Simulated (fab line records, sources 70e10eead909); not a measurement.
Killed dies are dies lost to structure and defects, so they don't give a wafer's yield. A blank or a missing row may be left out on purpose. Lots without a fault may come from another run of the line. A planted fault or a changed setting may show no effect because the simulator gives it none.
fab line records | flow nand_harc
record lots=24 wafers=72 last_day=32
route steps=1302 shown A_CONTACT@1085 A_M0@1148 A_M1@1184
lots that met no fault: from a run of the same line without faults
start_h: hours from the record's first day to the start of the lot's first wafer shown | wait_h: hours since the lot's step before | " the same as in the row above | L1.1+2: a row that stands for several wafers | - no value, or no start given | * or withheld: withheld | < > ~ a bound
route shown NAME@n: a module of which the file shows steps, and the number in the route of the first | usual: mean/standard deviation of fault-free wafers | same: alike in all rows | chamber/n: place in a boat | sites: the reading at each site | _std_site: their standard deviation | _edge_site: outer sites' mean less inner sites' | radius_mm: how far each site lies from the wafer's centre | mask NAME#n: copy n | behind: the tool/chamber that last shaped the wafer | hold: why the lot was held/for how many hours/how that ended | device: the transistor (n, p or np) that didn't switch | end of line: the same wafers' tests at the end of the route | a step without rows: its recipe alone | killed: dies lost to structure and defects at the first sort, not the wafer's yield | map: a wafer's dies, x killed, . not, _ none there
set.NAME: the setting as run; set.NAME@STEP: as run at that earlier step | model.NAME: the simulator's own value behind a step, which no gauge read
steps of the route over a sample of lots; a table a step, a row a wafer
services: from which hour (start_h, from the record's first day; less than 0 if before it) a tool's chamber was out of use, for how many hours, and why
## steps
# step NHARC_A_CONTACT_ETCH_31
# recipe target_depth_a=28000 over_etch_frac=0.3 time_s=728 ion_energy_ev=150 o2_flow_sccm=400 cos_flow_sccm=20 ar_flow_sccm=0 rf_w=500 bias_w=300 chemistry=O2/COS
# usual drypump_motor_current_A=5.6/0.48 mfc_ar_sccm=0.003/0.0062 o2_flow_sccm=399.9/1.2 oes_product_au=0.996/0.013 rf_vpp_V=314.7/2 showerhead_plenum_p_Torr=3.16/0.13 throttle_valve_pct=28.330/0.0098
# same over_etch_frac=0.3
# columns lot.wafer tool chamber start_h wait_h drypump_motor_current_A mfc_ar_sccm o2_flow_sccm oes_product_au rf_hours_counter_h rf_vpp_V showerhead_plenum_p_Torr throttle_valve_pct
L074.1 rie_diel-04 1 - - 5.5 0.018 399.7 0.992 25 314.1 3.14 28.312
L074.2 " 3 " " 5.0 0 400.0 0.987 26 312.1 2.92 28.323
L074.6 " 0 " " 6.0 0.005 400.5 0.998 - 317.1 3.27 28.319
L076.1 rie_diel-10 1 - - 5.5 0 398.8 1.001 15 315.9 3.31 28.344
L076.4 " 0 " " 5.0 0.000 400.7 0.990 22 318.7 3.33 28.335
L076.5 " 2 " " 5.1 0.015 398.2 1.002 - 316.5 3.34 28.344
L075.1 rie_diel-08 0 - - 6.1 0 400.8 1.014 58 316.4 3.34 28.332
L075.5 " 0 " " 6.1 0 401.5 1.012 - 316.3 3.34 28.319
L075.4 " 1 " " 5.5 0 400.6 1.002 - 313.3 3.12 28.332
L077.2 rie_diel-08 3 - - 5.1 0.000 401.3 0.979 61 315.3 3.17 28.349
L077.4 " 1 " " 5.5 0 399.5 0.996 - 314.6 3.12 28.324
L077.5 " 3 " " 5.1 0.000 399.5 0.986 - 313.6 3.17 28.342
L078.1 rie_diel-08 3 - - 5.1 0.000 400.0 0.993 62 314.5 3.17 28.331
L078.2 " 0 " " 6.0 0 399.5 1.019 60 316.8 3.34 28.325
L078.6 " 1 " " 5.5 0 401.6 0.998 - 314.5 3.12 28.327
L079.2 rie_diel-08 3 - - 5.1 0.000 401.3 1.000 7 315.9 3.17 28.331
L079.5 " 3 " " 5.1 0.000 402.0 1.009 - 314.2 3.17 28.335
L079.4 " 2 " " 6.3 0 401.4 1.019 - 313.8 3.11 28.331
L080.2 rie_diel-10 2 - - 5.1 0.015 398.6 1.006 43 317.0 3.32 28.307
L080.1 " 3 " " 5.7 0 398.8 0.978 42 313.9 3.13 28.329
L080.6 " 2 " " 5.1 0.015 399.5 1.018 - 317.9 3.32 28.322
L081.4 rie_diel-08 0 - - 6.1 0 401.6 1.021 8 316.5 3.34 28.329
L081.1 " 1 " " 5.5 0 398.1 0.984 8 314.3 3.12 28.328
L081.5 " 0 " " 6.1 0 399.1 1.016 - 316.3 3.34 28.363
L082.4 rie_diel-04 0 - - 6.0 0.005 399.6 0.994 7 315.6 3.26 28.333
L082.3 " 1 " " 5.5 0.018 400.5 0.989 7 316.1 3.14 28.329
L082.5 " 3 " " 5.0 0 399.7 0.973 - 309.6 2.92 28.339
L083.3 rie_diel-04 2 - - 6.4 0 400.3 0.999 9 312.8 3.00 28.325
L083.4 " 0 " " 6.0 0.005 398.4 0.999 8 317.7 3.26 28.326
L083.6 " 1 " " 5.5 0.018 400.8 0.995 - 314.0 3.14 28.325
L084.1 rie_diel-10 0 - - 5.0 0.000 399.2 0.999 5 316.9 3.32 28.331
L084.4 " 1 " " 5.5 0 400.8 0.986 5 317.0 3.29 28.324
L084.5 " 1 " " 5.5 0 399.8 0.990 - 316.1 3.29 28.325
L087.1 rie_diel-04 2 - - 6.4 0 399.3 0.993 15 312.6 3.00 28.333
L087.3 " 3 " " 5.0 0 401.7 0.992 15 309.6 2.92 28.336
L087.2 " 1 " " 5.5 0.018 401.5 0.991 14 314.5 3.14 28.354
L085.2 rie_diel-04 0 - - 6.0 0.005 399.5 0.996 14 315.2 3.26 28.330
L085.3 " 1 " " 5.5 0.018 399.3 0.998 14 314.3 3.14 28.345
L085.6 " 0 " " 6.0 0.005 399.7 1.000 - 316.8 3.26 28.318
L086.3 rie_diel-10 3 - - 5.7 0 400.2 0.972 14 315.4 3.12 28.332
L086.4 " 1 " " 5.5 0 399.7 0.978 14 318.3 3.28 28.331
L086.1 " 2 " " 5.1 0.015 399.7 1.018 13 318.2 3.31 28.325
L090.4 rie_diel-04 3 - - 5.0 0 399.9 0.973 22 311.1 2.91 28.337
L090.2 " 2 " " 6.4 0 400.7 0.996 20 311.3 3.00 28.341
L090.5 " 0 " " 6.0 0.005 399.7 0.993 - 316.3 3.26 28.326
L091.3 rie_diel-04 0 - - 6.0 0.005 397.1 1.001 21 317.6 3.25 28.310
L091.2 " 1 " " 5.5 0.018 400.3 0.999 22 316.1 3.13 28.316
L091.4 " 2 " " 6.3 0 399.5 0.998 20 311.9 3.00 28.345
L089.2 rie_diel-04 2 - - 6.4 0 401.0 1.002 22 312.1 3.00 28.333
L089.4 " 0 " " 6.1 0.005 399.0 0.998 23 315.1 3.25 28.315
L089.5 " 3 " " 5.0 0 399.3 0.997 - 310.5 2.91 28.314
L088.2 rie_diel-10 0 - - 5.0 0.000 400.8 0.991 25 316.8 3.31 28.338
L088.6 " 1 " " 5.5 0 398.9 0.984 - 317.0 3.28 28.325
L088.5 " 2 " " 5.1 0.015 399.9 1.015 - 317.3 3.31 28.341
L093.2 rie_diel-04 2 - - 6.4 0 399.4 0.995 25 312.5 2.99 28.336
L093.1 " 1 " " 5.5 0.018 399.7 1.003 26 312.8 3.13 28.335
L093.5 " 3 " " 5.0 0 403.4 0.992 - 310.1 2.91 28.339
L092.2 rie_diel-08 2 - - 6.3 0 398.4 1.014 53 313.8 3.09 28.316
L092.4 " 1 " " 5.5 0 400.3 1.006 45 313.4 3.10 28.322
L092.6 " 3 " " 5.1 0.000 398.4 1.010 - 314.7 3.14 28.343
L095.1 rie_diel-08 1 - - 5.5 0 400.6 0.996 50 313.4 3.10 28.328
L095.2 " 2 " " 6.3 0 398.8 1.004 58 314.5 3.09 28.333
L095.6 " 0 " " 6.0 0 399.2 1.048 - 317.3 3.31 28.320
L094.2 rie_diel-10 0 - - 5.0 0.000 399.8 0.989 38 316.2 3.30 28.319
L094.3 " 2 " " 5.1 0.015 398.6 1.021 31 317.5 3.30 28.335
L094.1 " 3 " " 5.7 0 398.0 0.984 33 314.7 3.11 28.355
L097.1 rie_diel-10 3 - - 5.7 0 400.0 0.979 34 315.3 3.11 28.328
L097.3 " 0 " " 5.0 0.000 403.0 0.992 39 316.8 3.30 28.324
L097.5 " 0 " " 5.0 0.000 400.1 0.998 - 317.0 3.30 28.317
L096.1 rie_diel-04 0 - - 6.1 0.005 398.0 1.009 0 316.3 3.25 28.328
L096.4 " 1 " " 5.5 0.018 401.3 1.008 0 312.8 3.13 28.328
L096.6 " 1 " " 5.5 0.018 402.3 0.989 - 314.5 3.13 28.333
# step NHARC_A_CONTACT_ETCH_110
# recipe target_depth_a=600 overetch_a=60 time_s=33 ion_energy_ev=100 cf4_flow_sccm=80 o2_flow_sccm=20 ar_flow_sccm=0 rf_w=300 bias_w=100 chemistry=CF4/O2
# usual cf4_flow_sccm=80.02/0.24 drypump_motor_current_A=5.6/0.47 mfc_ar_sccm=0.004/0.0065 o2_flow_sccm=20.00/0.066 oes_product_au=0.997/0.013 rf_vpp_V=198.4/1.5 showerhead_plenum_p_Torr=1.36/0.056 throttle_valve_pct=13.397/0.0083
# columns lot.wafer tool chamber start_h wait_h cf4_flow_sccm drypump_motor_current_A mfc_ar_sccm o2_flow_sccm oes_product_au rf_hours_counter_h rf_vpp_V showerhead_plenum_p_Torr throttle_valve_pct
L074.1 rie_diel-08 3 517.89 0.3 80.32 5.1 0.000 20.12 0.999 53 199.2 1.36 13.402
L074.2 " 1 " " 80.05 5.5 0 20.02 1.010 50 198.0 1.34 13.399
L074.6 " 3 " " 80.07 5.1 0.000 20.05 1.000 - 197.2 1.36 13.413
L076.1 rie_diel-08 0 533.36 0.1 80.12 6.1 0 20.05 1.015 58 199.7 1.43 13.396
L076.5 " 3 " " 79.77 5.1 0.000 20.07 0.988 - 199.7 1.36 13.407
L076.4 " 0 " " 80.07 6.0 0 20.07 1.019 - 201.0 1.43 13.378
L075.1 rie_diel-08 0 538.46 0.1 79.65 6.0 0 20.01 1.005 60 199.8 1.43 13.382
L075.5 " 3 " " 79.96 5.1 0.000 19.95 0.987 - 199.6 1.36 13.406
L075.4 " 0 " " 80.32 6.1 0 20.01 1.024 - 200.7 1.43 13.392
L077.2 rie_diel-08 0 539.27 0.1 79.33 6.1 0 19.88 1.020 60 200.1 1.43 13.408
L077.4 " 3 " " 80.27 5.1 0.000 20.02 0.987 - 197.6 1.36 13.398
L077.5 " 0 " " 79.42 6.1 0 20.05 1.007 - 200.9 1.43 13.403
L078.2 rie_diel-08 0 541.25 0.1 79.92 6.0 0 19.98 1.018 61 200.8 1.43 13.411
L078.1 " 3 " " 79.93 5.1 0.000 19.88 0.980 63 197.6 1.36 13.403
L078.6 " 1 " " 79.74 5.5 0 20.14 1.000 - 198.3 1.34 13.394
L079.2 rie_diel-08 1 569.07 0.1 79.67 5.5 0 19.96 0.983 6 198.0 1.33 13.388
L079.5 " 1 " " 80.21 5.5 0 19.80 0.989 - 197.5 1.33 13.400
L079.4 " 2 " " 79.72 6.4 0 20.00 0.997 - 197.8 1.33 13.391
L080.1 rie_diel-04 2 583.81 0.1 79.81 6.4 0 20.07 0.983 7 195.8 1.28 13.400
L080.2 " 3 " " 79.65 5.0 0 20.04 0.984 7 196.0 1.25 13.384
L080.6 " 2 " " 79.82 6.4 0 20.01 0.984 - 197.9 1.28 13.401
L081.1 rie_diel-04 1 587.89 0.1 79.95 5.5 0.018 20.01 1.000 6 196.5 1.34 13.408
L081.4 " 0 " " 79.99 6.0 0.005 19.95 1.007 6 198.4 1.40 13.391
L081.5 " 1 " " 80.08 5.5 0.018 20.00 0.999 - 197.8 1.34 13.396
L082.3 rie_diel-04 2 593.27 0.1 80.37 6.3 0 20.13 1.001 9 197.1 1.28 13.396
L082.4 " 1 " " 79.90 5.5 0.018 20.07 0.991 7 197.7 1.34 13.411
L082.5 " 3 " " 79.91 5.0 0 19.83 0.976 - 195.4 1.24 13.393
L083.3 rie_diel-04 3 603.59 0.1 79.86 5.0 0 20.06 0.992 10 194.7 1.24 13.399
L083.4 " 1 " " 80.49 5.5 0.018 20.03 0.994 9 197.9 1.34 13.402
L083.6 " 2 " " 79.90 6.4 0 20.03 0.998 - 198.2 1.28 13.399
L084.4 rie_diel-10 3 620.24 0.1 79.85 5.7 0 20.08 0.972 4 199.1 1.34 13.397
L084.1 " 0 " " 79.73 5.0 0.000 19.95 0.984 6 199.5 1.42 13.386
L084.5 " 2 " " 79.84 5.1 0.015 19.92 1.022 - 199.4 1.42 13.394
L087.1 rie_diel-08 0 637.32 0.1 80.04 6.1 0 19.95 1.021 28 200.1 1.43 13.402
L087.2 " 2 " " 80.19 6.3 0 20.15 0.996 32 197.0 1.32 13.391
L087.3 " 3 " " 80.10 5.1 0.000 19.99 1.011 32 198.0 1.35 13.407
L085.3 rie_diel-10 0 640.40 1.1 80.36 5.0 0.000 19.96 1.002 14 200.2 1.42 13.402
L085.2 " 3 " " 80.06 5.7 0 19.97 0.964 13 197.4 1.33 13.384
L085.6 " 1 " " 80.10 5.5 0 20.00 0.974 - 198.5 1.41 13.411
L086.1 rie_diel-04 0 647.03 0.0 80.51 6.0 0.005 19.99 0.997 16 200.0 1.40 13.386
L086.4 " 2 " " 80.52 6.4 0 20.01 1.000 17 196.9 1.28 13.394
L086.3 " 3 " " 80.33 5.0 0 19.91 0.973 17 195.0 1.24 13.404
L090.4 rie_diel-10 3 669.01 0.1 80.33 5.7 0 20.03 0.981 18 197.8 1.33 13.400
L090.2 " 0 " " 80.28 5.0 0.000 20.06 1.003 19 200.2 1.42 13.396
L090.5 " 2 " " 79.99 5.1 0.015 20.05 1.014 - 199.7 1.42 13.400
L091.3 rie_diel-04 1 670.10 0.1 79.96 5.5 0.018 20.04 0.983 22 198.3 1.34 13.401
L091.2 " 2 " " 80.06 6.4 0 19.97 1.006 21 197.8 1.28 13.397
L091.4 " 3 " " 79.58 5.0 0 19.99 0.986 23 196.8 1.24 13.415
L089.2 rie_diel-10 2 678.06 0.1 80.23 5.1 0.015 20.03 1.015 21 199.8 1.42 13.399
L089.4 " 2 " " 79.96 5.1 0.015 20.03 1.015 - 200.6 1.42 13.393
L089.5 " 0 " " 80.05 5.0 0.000 19.95 1.003 - 199.5 1.42 13.389
L088.2 rie_diel-04 1 679.46 0.1 80.06 5.5 0.018 19.91 1.006 24 198.1 1.34 13.408
L088.5 " 0 " " 80.24 6.0 0.005 19.91 1.001 - 197.7 1.39 13.388
L088.6 " 1 " " 80.03 5.5 0.018 19.92 0.995 - 197.5 1.34 13.404
L093.1 rie_diel-10 1 694.16 0.0 79.88 5.5 0 19.96 0.982 30 199.3 1.40 13.401
L093.2 " 0 " " 80.02 5.0 0.000 19.97 0.995 32 199.2 1.41 13.400
L093.5 " 2 " " 79.89 5.1 0.015 19.92 1.011 - 198.8 1.42 13.393
L092.4 rie_diel-04 1 695.10 0.0 79.97 5.5 0.018 19.94 1.000 27 198.1 1.34 13.407
L092.2 " 0 " " 80.07 5.9 0.005 20.01 0.996 27 199.4 1.39 13.392
L092.6 " 1 " " 80.11 5.5 0.018 19.98 1.002 - 198.6 1.34 13.399
L095.1 rie_diel-10 2 712.23 0.1 80.22 5.1 0.015 20.00 1.016 31 200.9 1.42 13.387
L095.2 " 3 " " 79.61 5.7 0 19.98 0.987 33 197.1 1.33 13.412
L095.6 " 0 " " 79.93 5.0 0.000 19.86 1.012 - 199.8 1.41 13.404
L094.1 rie_diel-10 0 713.77 0.1 80.12 5.0 0.000 19.95 0.997 39 200.8 1.41 13.401
L094.2 " 2 " " 79.88 5.1 0.015 19.97 1.009 32 199.0 1.42 13.394
L094.3 " 3 " " 80.35 5.7 0 20.00 0.986 33 198.4 1.33 13.402
L097.1 rie_diel-04 1 719.65 0.1 80.25 5.5 0.018 20.11 1.003 0 198.6 1.34 13.387
L097.3 " 3 " " 79.62 5.0 0 19.89 0.982 0 196.7 1.24 13.395
L097.5 " 2 " " 80.59 6.4 0 19.92 1.007 - 196.2 1.28 13.388
L096.4 rie_diel-10 0 725.87 0.1 80.10 5.0 0.000 20.13 1.006 42 199.3 1.41 13.399
L096.1 " 3 " " 79.77 5.8 0 20.07 0.976 37 198.0 1.33 13.392
L096.6 " 0 " " 80.11 4.9 0.000 20.02 1.004 - 199.1 1.41 13.411
# step NHARC_A_M0_OVL_MEAS_10
# recipe pitch_nm=160
# usual overlay_x_nm=0.2/0.69 overlay_y_nm=-0.2/0.72
# columns lot.wafer tool chamber start_h wait_h overlay_x_nm overlay_y_nm
L074.1 overlay-02 - 524.66 - 1.1 0.6
L074.2 " - " " 1.6 0.4
L074.6 " - " " 1.5 0.7
L076.1 overlay-01 - 540.18 - -0.3 -0.6
L076.4 " - " " -0.3 -0.2
L076.5 " - " " -0.3 -0.9
L075.1 overlay-01 - 545.28 - -0.5 0.8
L075.4 " - " " 0.0 0.9
L075.5 " - " " -0.7 1.0
L077.2 overlay-01 - 546.00 - -0.6 0.2
L077.4 " - " " -0.5 0.0
L077.5 " - " " -0.6 0.1
L078.1 overlay-02 - 548.18 - 0.2 -0.4
L078.2 " - " " 0.2 -0.3
L078.6 " - " " 0.2 -0.2
L079.2 overlay-02 - 575.79 - 0.7 -1.1
L079.4 " - " " 1.2 -1.1
L079.5 " - " " 1.2 -0.5
L080.1 overlay-01 - 590.49 - 0.8 0.1
L080.2 " - " " 0.3 0.1
L080.6 " - " " 0.9 -0.5
L081.1 overlay-01 - 594.99 - 0.6 -0.3
L081.4 " - " " 0.3 -0.4
L081.5 " - " " 1.1 -0.1
L082.3 overlay-01 - 599.93 - 0.2 -0.8
L082.4 " - " " 0.1 -0.2
L082.5 " - " " 0.0 -0.9
L083.3 overlay-01 - 610.23 - -1.0 -0.1
L083.4 " - " " -0.4 0.2
L083.6 " - " " -0.7 -0.7
L084.1 overlay-02 - 627.09 - 1.2 0.3
L084.4 " - " " 1.3 0.5
L084.5 " - " " 1.2 1.1
L087.1 overlay-02 - 644.53 - 0.2 0.9
L087.2 " - " " 1.0 0.9
L087.3 " - " " 1.7 0.6
L085.2 overlay-01 - 647.34 - -0.4 0.6
L085.3 " - " " 0.1 0.4
L085.6 " - " " 0.0 0.4
L086.1 overlay-01 - 653.68 - 1.5 -1.3
L086.3 " - " " 1.0 -0.9
L086.4 " - " " 1.2 -1.7
L090.2 overlay-02 - 675.79 - 0.1 -1.2
L090.4 " - " " 0.3 -1.5
L090.5 " - " " 0.1 -1.0
L091.2 overlay-02 - 677.01 - -0.3 -1.1
L091.3 " - " " 0.2 -0.9
L091.4 " - " " -0.1 -0.8
L089.2 overlay-01 - 685.30 - 0.7 0.8
L089.4 " - " " 1.3 1.1
L089.5 " - " " 1.0 0.8
L088.2 overlay-01 - 686.11 - 0.6 -0.2
L088.5 " - " " 0.6 0.2
L088.6 " - " " 0.7 0.0
L093.1 overlay-01 - 700.95 - -0.1 -0.7
L093.2 " - " " 0.1 -0.3
L093.5 " - " " 0.3 -0.4
L092.2 overlay-02 - 701.95 - -0.5 -0.7
L092.4 " - " " 0.2 -0.4
L092.6 " - " " -0.7 -0.8
L095.1 overlay-01 - 718.76 - -0.1 -0.8
L095.2 " - " " -0.2 -1.0
L095.6 " - " " -0.4 -1.2
L094.1 overlay-02 - 720.52 - -1.1 0.7
L094.2 " - " " -1.2 0.6
L094.3 " - " " -1.9 0.3
L097.1 overlay-01 - 726.41 - -0.3 -1.2
L097.3 " - " " 0.3 -0.9
L097.5 " - " " -0.2 -1.3
L096.1 overlay-01 - 732.52 - 0.2 0.5
L096.4 " - " " 0.6 0.1
L096.6 " - " " 0.2 0.3
# step NHARC_A_M0_CD_MEAS_16
# usual cd_nm=80.4/1.2
# columns lot.wafer tool chamber start_h wait_h cd_nm
L074.1 cd_sem-02 - 525.06 - 79.1
L074.2 " - " " 81.1
L074.6 " - " " 80.3
L076.1 cd_sem-02 - 540.58 - 78.4
L076.4 " - " " 79.8
L076.5 " - " " 79.1
L075.1 cd_sem-01 - 545.70 - 81.3
L075.4 " - " " 78.8
L075.5 " - " " 80.8
L077.2 cd_sem-03 - 546.44 - 81.6
L077.4 " - " " 80.3
L077.5 " - " " 79.0
L078.1 cd_sem-03 - 548.58 - 80.4
L078.2 " - " " 79.4
L078.6 " - " " 81.3
L079.2 cd_sem-03 - 576.19 - 78.0
L079.4 " - " " 79.7
L079.5 " - " " 78.9
L080.1 cd_sem-02 - 590.88 - 81.2
L080.2 " - " " 81.6
L080.6 " - " " 80.1
L081.1 cd_sem-01 - 595.39 - 81.0
L081.4 " - " " 79.1
L081.5 " - " " 80.9
L082.3 cd_sem-03 - 600.33 - 82.3
L082.4 " - " " 79.5
L082.5 " - " " 80.7
L083.3 cd_sem-03 - 610.63 - 78.2
L083.4 " - " " 78.2
L083.6 " - " " 79.7
L084.1 cd_sem-03 - 627.49 - 80.5
L084.4 " - " " 80.5
L084.5 " - " " 81.2
L087.1 cd_sem-03 - 644.93 - 78.9
L087.2 " - " " 80.0
L087.3 " - " " 79.1
L085.2 cd_sem-01 - 647.76 - 80.4
L085.3 " - " " 80.6
L085.6 " - " " 81.4
L086.1 cd_sem-03 - 654.08 - 81.8
L086.3 " - " " 80.6
L086.4 " - " " 79.6
L090.2 cd_sem-02 - 676.19 - 78.5
L090.4 " - " " 80.2
L090.5 " - " " 80.9
L091.2 cd_sem-02 - 677.41 - 80.9
L091.3 " - " " 80.4
L091.4 " - " " 82.4
L089.2 cd_sem-01 - 685.69 - 80.3
L089.4 " - " " 79.8
L089.5 " - " " 79.1
L088.2 cd_sem-03 - 686.51 - 78.7
L088.5 " - " " 82.5
L088.6 " - " " 80.0
L093.1 cd_sem-03 - 701.36 - 81.9
L093.2 " - " " 80.0
L093.5 " - " " 82.2
L092.2 cd_sem-03 - 702.35 - 81.6
L092.4 " - " " 80.1
L092.6 " - " " 79.8
L095.1 cd_sem-03 - 719.16 - 84.2
L095.2 " - " " 80.4
L095.6 " - " " 80.0
L094.1 cd_sem-03 - 720.92 - 79.7
L094.2 " - " " 81.6
L094.3 " - " " 81.3
L097.1 cd_sem-01 - 726.81 - 79.6
L097.3 " - " " 80.9
L097.5 " - " " 80.5
L096.1 cd_sem-03 - 732.92 - 82.9
L096.4 " - " " 81.3
L096.6 " - " " 80.6
# step NHARC_A_M0_DEGAS_28
# recipe temp_c=250 time_s=60
# usual heater_power_w=345/36 susceptor_temp_C=249.98/0.18
# columns lot.wafer tool chamber start_h wait_h heater_power_w susceptor_temp_C
L074.2 pvd_sputter-03 - 525.69 - 314 249.81
L074.1 " - " " 388 249.89
L074.6 " - " " 343 250.06
L076.4 pvd_sputter-02 - 541.20 - 438 249.94
L076.1 " - " " 332 249.75
L076.5 " - " " 325 249.57
L075.4 pvd_sputter-02 - 546.32 - 332 250.25
L075.1 " - " " 439 250.04
L075.5 " - " " 343 250.02
L077.4 pvd_sputter-01 - 547.06 - 372 249.97
L077.2 " - " " 307 250.21
L077.5 " - " " 378 250.04
L078.2 pvd_sputter-01 - 549.20 - 313 250.01
L078.1 " - " " 341 250.28
L078.6 " - " " 319 250.18
L079.4 pvd_sputter-01 - 576.81 - 297 249.88
L079.2 " - " " 334 249.57
L079.5 " - " " 323 250.20
L080.2 pvd_sputter-03 - 591.51 - 355 249.99
L080.1 " - " " 384 249.97
L080.6 " - " " 387 249.81
L081.1 pvd_sputter-02 - 596.03 - 442 249.88
L081.4 " - " " 340 250.01
L081.5 " - " " 354 250.08
L082.4 pvd_sputter-02 - 600.95 - 433 -
L082.3 " - " " 292 -
L082.5 " - " " 443 -
L083.3 pvd_sputter-01 - 611.25 - 332 250.04
L083.4 " - " " 308 250.44
L083.6 " - " " 303 250.01
L084.4 pvd_sputter-03 - 628.11 - 358 249.83
L084.1 " - " " 383 250.02
L084.5 " - " " 354 249.91
L087.3 pvd_sputter-03 - 645.54 - 321 249.83
L087.1 " - " " 376 249.65
L087.2 " - " " 388 249.71
L085.2 pvd_sputter-01 - 648.39 - 392 249.72
L085.3 " - " " 307 250.03
L085.6 " - " " 325 249.91
L086.4 pvd_sputter-03 - 654.69 - 333 250.22
L086.3 " - " " 372 249.69
L086.1 " - " " 381 249.80
L090.2 pvd_sputter-01 - 676.82 - 303 249.86
L090.4 " - " " 323 249.50
L090.5 " - " " 305 250.06
L091.3 pvd_sputter-02 - 678.04 - 294 250.00
L091.2 " - " " 333 250.19
L091.4 " - " " 412 249.98
L089.2 pvd_sputter-03 - 686.31 - 324 249.95
L089.4 " - " " 388 250.05
L089.5 " - " " 379 250.07
L088.2 pvd_sputter-02 - 687.14 - 435 -
L088.5 " - " " 288 -
L088.6 " - " " 335 -
L093.2 pvd_sputter-01 - 701.97 - 304 249.90
L093.1 " - " " 315 250.01
L093.5 " - " " 298 250.07
L092.4 pvd_sputter-01 - 702.96 - 311 249.89
L092.2 " - " " 382 249.80
L092.6 " - " " 314 249.98
L095.1 pvd_sputter-03 - 719.77 - 370 249.90
L095.2 " - " " 330 250.27
L095.6 " - " " 370 249.96
L094.2 pvd_sputter-01 - 721.54 - 306 249.87
L094.3 " - " " 322 249.91
L094.1 " - " " 320 250.23
L097.3 pvd_sputter-03 - 727.44 - 337 250.45
L097.1 " - " " 366 250.02
L097.5 " - " " 336 250.18
L096.4 pvd_sputter-03 - 733.56 - 371 249.78
L096.1 " - " " 374 249.86
L096.6 " - " " 329 250.14
# step NHARC_A_M1_ETCH_15
# recipe target_depth_a=1825 time_s=91.2 c4f8_flow_sccm=withheld ar_flow_sccm=400 rf_w=600 bias_w=300 chemistry=C4F8/Ar
# usual oes_product_au=0.950/0.025 rf_vpp_V=441.3/2.8
# columns lot.wafer tool chamber start_h wait_h oes_product_au rf_hours_counter_h rf_vpp_V
L074.1 rie_diel-09 0 - - 0.962 1 440.2
L074.2 " 1 " " 0.945 1 438.8
L074.6 " 2 " " 0.965 - 437.3
L076.1 rie_diel-12 2 - - 0.960 4 443.9
L076.4 " 3 " " 0.961 3 442.7
L076.5 " 2 " " 0.960 - 442.3
L075.4 rie_diel-01 0 - - 0.983 11 438.6
L075.1 " 3 " " 0.986 11 437.2
L075.5 " 0 " " 0.980 - 439.4
L077.4 rie_diel-01 3 - - 0.987 11 436.6
L077.2 " 0 " " 0.974 11 437.8
L077.5 " 0 " " 0.980 - 439.7
L078.1 rie_diel-09 2 - - 0.957 2 438.4
L078.2 " 1 " " 0.969 1 438.7
L078.6 " 2 " " 0.967 - 438.0
L079.4 rie_diel-09 1 - - 0.921 3 439.5
L079.2 " 3 " " 0.921 4 443.8
L079.5 " 1 " " 0.924 - 439.2
L080.1 rie_diel-01 0 - - 0.958 2 436.5
L080.2 " 1 " " 0.962 2 444.4
L080.6 " 0 " " 0.957 - 438.0
L081.4 rie_diel-09 1 - - 0.947 4 441.4
L081.1 " 3 " " 0.968 4 442.2
L081.5 " 1 " " 0.948 - 440.1
L082.3 rie_diel-09 3 - - 0.917 4 444.3
L082.4 " 0 " " 0.918 4 438.4
L082.5 " 2 " " 0.924 - 436.9
L083.3 rie_diel-09 3 - - 0.961 5 442.8
L083.4 " 1 " " 0.958 4 440.0
L083.6 " 2 " " 0.971 - 437.5
L084.1 rie_diel-09 3 - - 0.924 6 444.1
L084.4 " 0 " " 0.920 5 439.3
L084.5 " 3 " " 0.925 - 444.0
L087.1 rie_diel-12 1 - - 0.995 0 444.9
L087.2 " 2 " " 0.960 0 444.0
L087.3 " 0 " " 0.974 0 442.2
L085.3 rie_diel-12 0 - - 0.959 0 443.8
L085.2 " 2 " " 0.995 0 442.5
L085.6 " 3 " " 0.945 - 443.7
L086.4 rie_diel-09 0 - - 0.933 7 437.5
L086.1 " 1 " " 0.907 7 439.5
L086.3 " 2 " " 0.920 8 439.7
L090.2 rie_diel-01 1 - - 0.923 8 444.9
L090.4 " 0 " " 0.928 8 438.2
L090.5 " 1 " " 0.920 - 443.5
L091.2 rie_diel-12 3 - - 0.918 2 443.2
L091.3 " 0 " " 0.923 2 442.0
L091.4 " 2 " " 0.945 2 442.9
L089.4 rie_diel-01 2 - - 0.924 8 442.6
L089.2 " 0 " " 0.919 8 436.8
L089.5 " 2 " " 0.942 - 443.1
L088.2 rie_diel-12 1 - - 0.994 2 443.3
L088.6 " 2 " " 0.990 - 442.2
L088.5 " 3 " " 0.936 - 444.7
L093.1 rie_diel-09 1 - - 0.993 2 440.4
L093.2 " 3 " " 0.980 1 443.5
L093.5 " 1 " " 0.985 - 441.0
L092.4 rie_diel-01 1 - - 0.926 9 442.6
L092.2 " 2 " " 0.932 9 440.7
L092.6 " 0 " " 0.927 - 439.7
L095.2 rie_diel-12 1 - - 0.931 3 444.0
L095.1 " 2 " " 0.924 3 442.4
L095.6 " 0 " " 0.917 - 442.9
L094.3 rie_diel-12 1 - - 1.001 3 443.6
L094.2 " 2 " " 0.991 3 442.2
L094.1 " 3 " " 0.968 3 444.4
L097.1 rie_diel-01 3 - - 0.981 7 437.2
L097.3 " 2 " " 0.970 10 444.9
L097.5 " 3 " " 0.980 - 436.5
L096.4 rie_diel-12 3 - - 0.927 4 445.0
L096.1 " 0 " " 0.912 4 443.2
L096.6 " 2 " " 0.929 - 443.3
## services
# columns tool chamber start_h hours kind
rie_diel-04 0 491.26 12.4 repair
rie_diel-10 - 491.56 33.9 repair
rie_diel-09 - 497.11 9.0 pm
rie_diel-04 3 515.41 4.2 repair
pvd_sputter-03 - 526.01 10.0 pm
rie_diel-09 3 528.53 1.6 repair
rie_diel-04 - 531.90 9.0 pm
rie_diel-08 - 541.65 3.1 repair
rie_diel-08 - 544.84 9.0 pm
rie_diel-12 0 562.11 6.8 repair
pvd_sputter-01 - 582.00 10.0 pm
rie_diel-10 - 597.01 9.0 pm
rie_diel-08 1 607.41 5.6 repair
rie_diel-12 - 622.40 9.0 pm
rie_diel-09 0 641.33 5.1 repair
rie_diel-04 2 651.55 7.8 repair
rie_diel-09 - 674.11 9.0 pm
rie_diel-10 3 676.89 4.7 repair
pvd_sputter-03 - 691.78 1.4 repair
pvd_sputter-03 - 704.01 10.0 pm
rie_diel-09 2 705.86 4.5 repair
rie_diel-04 - 708.90 9.0 pm
rie_diel-08 - 721.84 9.0 pm
rie_diel-12 - 729.96 0.8 repair
## key
fault none
